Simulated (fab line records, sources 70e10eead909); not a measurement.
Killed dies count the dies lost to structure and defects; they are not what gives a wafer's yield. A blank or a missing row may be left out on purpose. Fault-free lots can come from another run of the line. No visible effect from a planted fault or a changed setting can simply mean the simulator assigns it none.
The tool behind it: which one?	flow nandHarc	Sampling: 24 lots, 72 wafers, 6 of 1302 route steps

== WHAT THE GAUGES SHOWED, per wafer ==
Not one reading of a measure or inspect step in the record can be checked against a usual standard deviation.

== TOOL THAT RAN EACH LOT (tool first, then ch and the chambers of the sampled wafers, then the start) ==
lot	NHARC_A_STAIRCASE_TRIM_233	NHARC_A_STAIRCASE_HM_DEP_456	NHARC_A_STAIRCASE_ETCH_313	NHARC_A_STAIRCASE_HM_OPEN_463	NHARC_A_STAIRCASE_DEP_322	NHARC_A_STAIRCASE_ETCHBACK_157
L074	rieDiel-11 ch 2,3, day 16 09:20 or earlier	aclDep-03 ch 0, day 16 09:20	rieDiel-04 ch 1,2,3, day 17 03:33	rieDiel-04 ch 0,2,3, day 18 07:58 or earlier	pecvd-03 ch 0,1, day 18 07:58	rieDiel-04 ch 0,1, day 19 07:13
L075	rieDiel-04 ch 1,2,3, day 16 21:02 or earlier	aclDep-02 ch 0, day 16 21:02	rieDiel-11 ch 0,2, day 17 18:38	rieDiel-11 ch 1,3, day 18 20:16 or earlier	pecvd-03 ch 0,2, day 18 20:16	rieDiel-11 ch 2,3, day 19 21:38
L076	rieDiel-04 ch 1,2,3, day 17 11:53 or earlier	aclDep-01 ch 0, day 17 11:53	rieDiel-13 ch 0,2,3, day 18 03:41	rieDiel-13 ch 0,1,2, day 19 02:32 or earlier	pecvd-03 ch 1,2, day 19 02:32	rieDiel-11 ch 1,2,3, day 20 02:34
L077	rieDiel-04 ch 0,3, day 17 14:32 or earlier	aclDep-03 ch 0, day 17 14:32	rieDiel-11 ch 0,2,3, day 18 05:05	rieDiel-11 ch 0,2, day 19 02:35 or earlier	pecvd-02 ch 0,1,2, day 19 02:35	rieDiel-13 ch 0,1,2, day 20 01:44
L078	rieDiel-13 ch 2,3, day 17 23:13 or earlier	aclDep-03 ch 0, day 17 23:13	rieDiel-13 ch 0,2, day 18 12:45	rieDiel-13 ch 0,3, day 19 17:20 or earlier	pecvd-03 ch 1,2, day 19 17:20	rieDiel-04 ch 0,3, day 20 14:56
L080	rieDiel-04 ch 0,2, day 19 01:20 or earlier	aclDep-01 ch 0, day 19 01:20	rieDiel-04 ch 0,1,3, day 19 16:47	rieDiel-04 ch 1,3, day 20 15:55 or earlier	pecvd-04 ch 0,1,2, day 20 15:55	rieDiel-04 ch 2,3, day 21 17:58
L079	rieDiel-13 ch 0,2, day 19 02:52 or earlier	aclDep-01 ch 0, day 19 02:52	rieDiel-13 ch 0,2, day 19 18:19	rieDiel-13 ch 2,3, day 20 22:55 or earlier	pecvd-04 ch 0,1, day 20 22:55	rieDiel-13 ch 1,3, day 22 04:41
L081	rieDiel-13 ch 0,3, day 19 12:15 or earlier	aclDep-02 ch 0, day 19 12:15	rieDiel-04 ch 1,2, day 20 06:52	rieDiel-04 ch 0,1,3, day 21 08:26 or earlier	pecvd-02 ch 0,2, day 21 08:26	rieDiel-04 ch 0,2,3, day 22 13:31
L082	rieDiel-13 ch 0,2,3, day 19 20:53 or earlier	aclDep-02 ch 0, day 19 20:53	rieDiel-13 ch 2,3, day 20 11:46	rieDiel-13 ch 0,2,3, day 21 08:20 or earlier	pecvd-03 ch 1,2, day 21 08:20	rieDiel-13 ch 0,2,3, day 22 12:39
L083	rieDiel-13 ch 2,3, day 20 05:26 or earlier	aclDep-01 ch 0, day 20 05:26	rieDiel-11 ch 0,2, day 20 22:37	rieDiel-11 ch 1,2, day 21 23:21 or earlier	pecvd-04 ch 0,1,2, day 21 23:21	rieDiel-04 ch 0,3, day 22 22:05
L084	rieDiel-04 ch 1,2,3, day 20 18:45 or earlier	aclDep-02 ch 0, day 20 18:45	rieDiel-04 ch 0,1,2, day 21 08:51	rieDiel-04 ch 1,2, day 22 08:53 or earlier	pecvd-04 ch 0,1,2, day 22 08:53	rieDiel-13 ch 1,2,3, day 23 09:33
L085	rieDiel-13 ch 0,1,3, day 20 18:27 or earlier	aclDep-03 ch 0, day 20 18:27	rieDiel-13 ch 0,3, day 21 09:34	rieDiel-13 ch 0,2,3, day 22 08:36 or earlier	pecvd-02 ch 0,1, day 22 08:36	rieDiel-13 ch 0,3, day 23 09:18
L087	rieDiel-11 ch 0,2,3, day 21 05:37 or earlier	aclDep-02 ch 0, day 21 05:37	rieDiel-13 ch 0,1, day 21 19:13	rieDiel-13 ch 0,1,3, day 22 19:14 or earlier	pecvd-02 ch 0,1, day 22 19:14	rieDiel-13 ch 0,3, day 23 17:41
L086	rieDiel-13 ch 1,2, day 21 07:09 or earlier	aclDep-02 ch 0, day 21 07:09	rieDiel-13 ch 2,3, day 21 21:56	rieDiel-13 ch 0,2, day 22 19:02 or earlier	pecvd-04 ch 0,1,2, day 22 19:02	rieDiel-11 ch 1,2,3, day 23 19:04
L088	rieDiel-13 ch 0,1, day 22 04:41 or earlier	aclDep-02 ch 0, day 22 04:41	rieDiel-04 ch 1,2, day 22 19:02	rieDiel-04 ch 0,2, day 23 17:23 or earlier	pecvd-02 ch 0,1, day 23 17:23	rieDiel-04 ch 0,1,2, day 24 14:59
L089	rieDiel-04 ch 0,2,3, day 22 21:46 or earlier	aclDep-03 ch 0, day 22 21:46	rieDiel-11 ch 0,2,3, day 23 15:11	rieDiel-11 ch 0,1,2, day 24 18:38 or earlier	pecvd-03 ch 0,1,2, day 24 18:38	rieDiel-13 ch 1,2, day 25 17:25
L090	rieDiel-11 ch 0,2, day 23 01:13 or earlier	aclDep-03 ch 0, day 23 01:13	rieDiel-04 ch 1,3, day 23 15:23	rieDiel-04 ch 1,3, day 24 18:32 or earlier	pecvd-02 ch 1,2, day 24 18:32	rieDiel-04 ch 1,2, day 25 20:20
L092	rieDiel-11 ch 1,2, day 24 00:24 or earlier	aclDep-03 ch 0, day 24 00:24	rieDiel-13 ch 1,3, day 24 22:03	rieDiel-13 ch 1,2,3, day 25 18:01 or earlier	pecvd-03 ch 0,1,2, day 25 18:01	rieDiel-13 ch 0,2,3, day 26 16:41
L091	rieDiel-04 ch 0,3, day 24 01:07 or earlier	aclDep-02 ch 0, day 24 01:07	rieDiel-11 ch 0,1,3, day 24 18:17	rieDiel-11 ch 2,3, day 25 17:27 or earlier	pecvd-03 ch 0,1,2, day 25 17:27	rieDiel-13 ch 0,1,3, day 26 16:30
L093	rieDiel-13 ch 0,1,2, day 24 12:22 or earlier	aclDep-03 ch 0, day 24 12:22	rieDiel-13 ch 0,1,2, day 25 04:51	rieDiel-13 ch 1,2,3, day 26 04:19 or earlier	pecvd-02 ch 0,1, day 26 04:19	rieDiel-13 ch 1,2,3, day 27 02:52
L095	rieDiel-11 ch 1,2, day 25 16:28 or earlier	aclDep-03 ch 0, day 25 16:28	rieDiel-11 ch 0,2, day 26 07:22	rieDiel-11 ch 1,2,3, day 27 08:49 or earlier	pecvd-03 ch 0,1, day 27 08:49	rieDiel-11 ch 1,2, day 28 11:15
L094	rieDiel-04 ch 0,1,3, day 25 20:15 or earlier	aclDep-03 ch 0, day 25 20:15	rieDiel-04 ch 0,1,2, day 26 15:07	rieDiel-04 ch 2,3, day 27 16:13 or earlier	pecvd-03 ch 0,1, day 27 16:13	rieDiel-04 ch 0,2, day 28 18:44
L096	rieDiel-11 ch 0,1,2, day 26 00:02 or earlier	aclDep-03 ch 0, day 26 00:02	rieDiel-13 ch 0,1,3, day 26 21:40	rieDiel-13 ch 0,2,3, day 28 00:16 or earlier	pecvd-03 ch 0,1,2, day 28 00:16	rieDiel-04 ch 0,1,3, day 28 23:26
L097	rieDiel-11 ch 0,1,2, day 26 14:19 or earlier	aclDep-03 ch 0, day 26 14:19	rieDiel-04 ch 1,2,3, day 27 04:32	rieDiel-04 ch 0,1,3, day 28 00:28 or earlier	pecvd-04 ch 1,2, day 28 00:28	rieDiel-04 ch 0,1, day 28 23:13
- NHARC_A_STAIRCASE_TRIM_233: chemistry O2, time 211.2 s.
- NHARC_A_STAIRCASE_HM_DEP_456: deposits aC, target thk 3100 nm.
- NHARC_A_STAIRCASE_ETCH_313: etches the open film in CF4/CHF3.
- NHARC_A_STAIRCASE_HM_OPEN_463: chemistry O2/COS.
- NHARC_A_STAIRCASE_DEP_322: deposits SiO2, target thk 7200 nm.
- NHARC_A_STAIRCASE_ETCHBACK_157: etches the open film in CH3F/O2, target depth 90 nm, time 167.14 s.

== WHAT THE TOOLS THEMSELVES READ (means of the sampled wafers that have a number; where no wafer has one, the mark that the record gives instead) ==
NHARC_A_STAIRCASE_TRIM_233. Usual: drypumpMotorCurrentA 5.7 A, standard deviation 0.47; oesProductAu 0.999 a.u., standard deviation 0.0099; rfVppV 57.8 V, standard deviation 0.91; showerheadPlenumPTorr 3.54 Torr, standard deviation 0.18; throttleValvePct 17.036 %, standard deviation 0.0083.
lot	tool	drypumpMotorCurrentA (A)	oesProductAu (a.u.)	rfVppV (V)	showerheadPlenumPTorr (Torr)	throttleValvePct (%)	flag
L074	rieDiel-11	5.6	0.996	58.1	3.74	17.040	
L075	rieDiel-04	5.2	0.994	57.1	3.43	17.039	
L076	rieDiel-04	5.2	0.996	57.6	3.43	17.036	
L077	rieDiel-04	5.6	0.988	57.2	3.42	17.034	
L078	rieDiel-13	6.1	1.019	57.5	3.41	17.034	
L080	rieDiel-04	6.0	0.986	58.0	3.47	17.037	
L079	rieDiel-13	5.9	1.001	57.6	3.55	17.034	
L081	rieDiel-13	6.3	1.013	57.6	3.36	17.033	
L082	rieDiel-13	6.0	1.005	57.7	3.48	17.029	
L083	rieDiel-13	6.1	1.003	57.5	3.39	17.036	
L084	rieDiel-04	5.2	0.995	57.7	3.41	17.042	
L085	rieDiel-13	5.9	1.000	57.4	3.51	17.038	
L087	rieDiel-11	5.6	0.991	58.6	3.75	17.034	
L086	rieDiel-13	5.5	0.996	58.3	3.67	17.044	
L088	rieDiel-13	5.8	1.003	57.9	3.59	17.038	
L089	rieDiel-04	5.6	0.989	57.6	3.38	17.031	
L090	rieDiel-11	5.7	0.996	57.0	3.77	17.038	
L092	rieDiel-11	5.7	1.004	58.2	3.49	17.039	
L091	rieDiel-04	5.9	1.002	57.6	3.46	17.039	
L093	rieDiel-13	5.6	1.003	57.0	3.61	17.038	
L095	rieDiel-11	5.7	0.995	58.3	3.48	17.031	
L094	rieDiel-04	5.5	0.993	59.0	3.49	17.030	
L096	rieDiel-11	5.7	0.996	58.4	3.62	17.045	
L097	rieDiel-11	5.7	0.991	58.0	3.61	17.035	

NHARC_A_STAIRCASE_HM_DEP_456. Usual: throttleValvePct reads 35.000 % (standard deviation 0.008).
lot	tool	throttleValvePct (%)	flag
L074	aclDep-03	35.006	
L075	aclDep-02	34.998	
L076	aclDep-01	34.994	
L077	aclDep-03	35.003	
L078	aclDep-03	35.005	
L080	aclDep-01	35.000	
L079	aclDep-01	35.008	
L081	aclDep-02	34.999	
L082	aclDep-02	34.998	
L083	aclDep-01	35.005	
L084	aclDep-02	34.997	
L085	aclDep-03	35.002	
L087	aclDep-02	34.998	
L086	aclDep-02	34.998	
L088	aclDep-02	34.995	
L089	aclDep-03	34.998	
L090	aclDep-03	35.005	
L092	aclDep-03	34.998	
L091	aclDep-02	34.997	
L093	aclDep-03	34.996	
L095	aclDep-03	35.004	
L094	aclDep-03	35.002	
L096	aclDep-03	34.998	
L097	aclDep-03	34.995	

NHARC_A_STAIRCASE_ETCH_313. Usual: drypumpMotorCurrentA 5.7 A, standard deviation 0.48; oesProductAu 0.934 a.u., standard deviation 0.019; rfVppV 370.9 V, standard deviation 2.8; showerheadPlenumPTorr 1.58 Torr, standard deviation 0.08; throttleValvePct 16.801 %, standard deviation 0.01.
lot	tool	drypumpMotorCurrentA (A)	oesProductAu (a.u.)	rfVppV (V)	showerheadPlenumPTorr (Torr)	throttleValvePct (%)	flag
L074	rieDiel-04	5.2	0.924	369.7	1.53	16.805	
L075	rieDiel-11	5.8	0.913	370.9	1.59	16.790	
L076	rieDiel-13	6.0	0.927	369.5	1.55	16.791	
L077	rieDiel-11	5.6	0.925	370.6	1.60	16.812	
L078	rieDiel-13	5.9	0.966	370.4	1.59	16.803	
L080	rieDiel-04	5.5	0.922	371.7	1.56	16.814	
L079	rieDiel-13	5.8	0.928	371.5	1.60	16.798	
L081	rieDiel-04	5.2	0.923	369.5	1.51	16.790	
L082	rieDiel-13	6.1	0.926	369.1	1.51	16.806	
L083	rieDiel-11	5.8	0.930	374.0	1.67	16.794	
L084	rieDiel-04	5.5	0.930	371.1	1.55	16.795	
L085	rieDiel-13	6.2	0.930	368.4	1.53	16.799	
L087	rieDiel-13	5.8	0.976	370.9	1.60	16.804	
L086	rieDiel-13	5.9	0.933	369.8	1.56	16.798	
L088	rieDiel-04	5.1	0.921	369.8	1.57	16.799	
L089	rieDiel-11	5.5	0.924	373.8	1.67	16.794	
L090	rieDiel-04	5.1	0.950	370.1	1.57	16.798	
L092	rieDiel-13	5.5	0.957	374.0	1.68	16.799	
L091	rieDiel-11	5.5	0.917	371.9	1.62	16.806	
L093	rieDiel-13	5.6	0.932	370.9	1.61	16.807	
L095	rieDiel-11	5.8	0.922	373.7	1.66	16.801	
L094	rieDiel-04	5.5	0.976	371.9	1.63	16.813	
L096	rieDiel-13	5.9	0.934	373.3	1.64	16.802	
L097	rieDiel-04	5.2	0.929	372.2	1.59	16.812	

NHARC_A_STAIRCASE_HM_OPEN_463. Usual: drypumpMotorCurrentA 5.7 A, standard deviation 0.48; oesProductAu 1.000 a.u., standard deviation 0.01; rfVppV 467 V, standard deviation 3.4; showerheadPlenumPTorr 3.14 Torr, standard deviation 0.16; throttleValvePct 28.329 %, standard deviation 0.0091.
lot	tool	drypumpMotorCurrentA (A)	oesProductAu (a.u.)	rfVppV (V)	showerheadPlenumPTorr (Torr)	throttleValvePct (%)	flag
L074	rieDiel-04	5.6	0.991	464	3.01	28.340	
L075	rieDiel-11	5.3	0.993	469	3.22	28.329	
L076	rieDiel-13	5.6	1.006	468	3.22	28.330	
L077	rieDiel-11	5.7	1.004	465	3.03	28.328	
L078	rieDiel-13	6.2	1.012	466	3.04	28.322	
L080	rieDiel-04	5.1	1.005	467	3.13	28.334	
L079	rieDiel-13	5.9	0.996	466	3.11	28.333	
L081	rieDiel-04	5.5	0.997	466	3.10	28.326	
L082	rieDiel-13	6.0	1.003	466	3.07	28.331	
L083	rieDiel-11	5.8	0.994	468	3.19	28.337	
L084	rieDiel-04	5.1	1.002	467	3.10	28.326	
L085	rieDiel-13	6.0	1.005	467	3.07	28.322	
L087	rieDiel-13	5.9	0.991	468	3.11	28.339	
L086	rieDiel-13	5.8	1.000	468	3.16	28.329	
L088	rieDiel-04	6.0	0.994	466	3.06	28.327	
L089	rieDiel-11	5.7	0.996	469	3.21	28.319	
L090	rieDiel-04	5.1	1.001	467	3.11	28.331	
L092	rieDiel-13	5.7	1.003	470	3.29	28.326	
L091	rieDiel-11	5.6	1.003	471	3.28	28.338	
L093	rieDiel-13	5.7	0.998	471	3.29	28.334	
L095	rieDiel-11	5.6	0.992	469	3.18	28.325	
L094	rieDiel-04	5.3	0.998	468	3.22	28.335	
L096	rieDiel-13	6.0	1.011	468	3.21	28.335	
L097	rieDiel-04	5.5	1.013	466	3.08	28.318	

NHARC_A_STAIRCASE_DEP_322. Usual: heaterPowerW reads 656 W (standard deviation 89).
lot	tool	heaterPowerW (W)	flag
L074	pecvd-03	655	
L075	pecvd-03	670	
L076	pecvd-03	781	
L077	pecvd-02	609	
L078	pecvd-03	749	
L080	pecvd-04	600	
L079	pecvd-04	626	
L081	pecvd-02	622	
L082	pecvd-03	705	
L083	pecvd-04	626	
L084	pecvd-04	591	
L085	pecvd-02	694	
L087	pecvd-02	673	
L086	pecvd-04	629	
L088	pecvd-02	627	
L089	pecvd-03	665	
L090	pecvd-02	617	
L092	pecvd-03	705	
L091	pecvd-03	717	
L093	pecvd-02	646	
L095	pecvd-03	670	
L094	pecvd-03	645	
L096	pecvd-03	680	
L097	pecvd-04	615	

NHARC_A_STAIRCASE_ETCHBACK_157. Usual: drypumpMotorCurrentA 5.6 A, standard deviation 0.48; oesProductAu 0.97 a.u., standard deviation 0.031; rfVppV 244.9 V, standard deviation 1.9; showerheadPlenumPTorr 2.49 Torr, standard deviation 0.12; throttleValvePct 20.664 %, standard deviation 0.0089.
lot	tool	drypumpMotorCurrentA (A)	oesProductAu (a.u.)	rfVppV (V)	showerheadPlenumPTorr (Torr)	throttleValvePct (%)	flag
L074	rieDiel-04	5.4	0.97	245.6	2.52	20.662	
L075	rieDiel-11	5.6	1.00	246.9	2.60	20.672	
L076	rieDiel-11	5.6	1.00	245.6	2.52	20.663	
L077	rieDiel-13	5.6	1.00	245.2	2.53	20.674	
L078	rieDiel-04	5.9	0.95	243.4	2.42	20.664	
L080	rieDiel-04	5.3	0.93	241.5	2.28	20.664	
L079	rieDiel-13	5.6	0.93	246.1	2.51	20.657	
L081	rieDiel-04	5.6	0.92	243.5	2.35	20.672	
L082	rieDiel-13	6.0	0.93	243.5	2.41	20.663	
L083	rieDiel-04	5.5	0.94	243.6	2.36	20.665	
L084	rieDiel-13	5.7	1.00	245.6	2.60	20.660	
L085	rieDiel-13	6.2	1.01	244.3	2.51	20.655	
L087	rieDiel-13	6.3	1.00	245.8	2.58	20.670	
L086	rieDiel-11	5.6	0.92	244.5	2.51	20.659	
L088	rieDiel-04	5.5	0.99	245.8	2.55	20.668	
L089	rieDiel-13	5.3	0.96	246.2	2.58	20.667	
L090	rieDiel-04	5.2	0.97	246.8	2.61	20.666	
L092	rieDiel-13	6.0	0.97	245.0	2.52	20.661	
L091	rieDiel-13	5.9	1.01	246.1	2.56	20.663	
L093	rieDiel-13	5.7	0.93	246.7	2.59	20.663	
L095	rieDiel-11	5.7	1.00	244.5	2.49	20.658	
L094	rieDiel-04	5.6	0.95	246.2	2.58	20.668	
L096	rieDiel-04	5.5	0.97	243.3	2.42	20.665	
L097	rieDiel-04	5.4	0.96	244.3	2.49	20.668	

== THE ANSWER, worked out from the rows above alone ==
Rule: take the mean of a lot's wafers that have a number; if it is more than 3 standard deviations from the usual mean, the lot is off. Also off: a lot with no number at a reading for which 4 or more lots have one. Where the step has rows for the other lots, those lots are counted as sound. After the gauges, taken in route order, come the tools' own readings; for these a lot's mean is taken, as printed above. The first step at which some lot is off is used, and at that step the reading that is off furthest; a lot without a number counts as furthest.
Across all readings shown, no lot is off: no conclusion can be drawn from this.

== WHAT HAD BEEN PUT IN BY THE SIMULATOR ==
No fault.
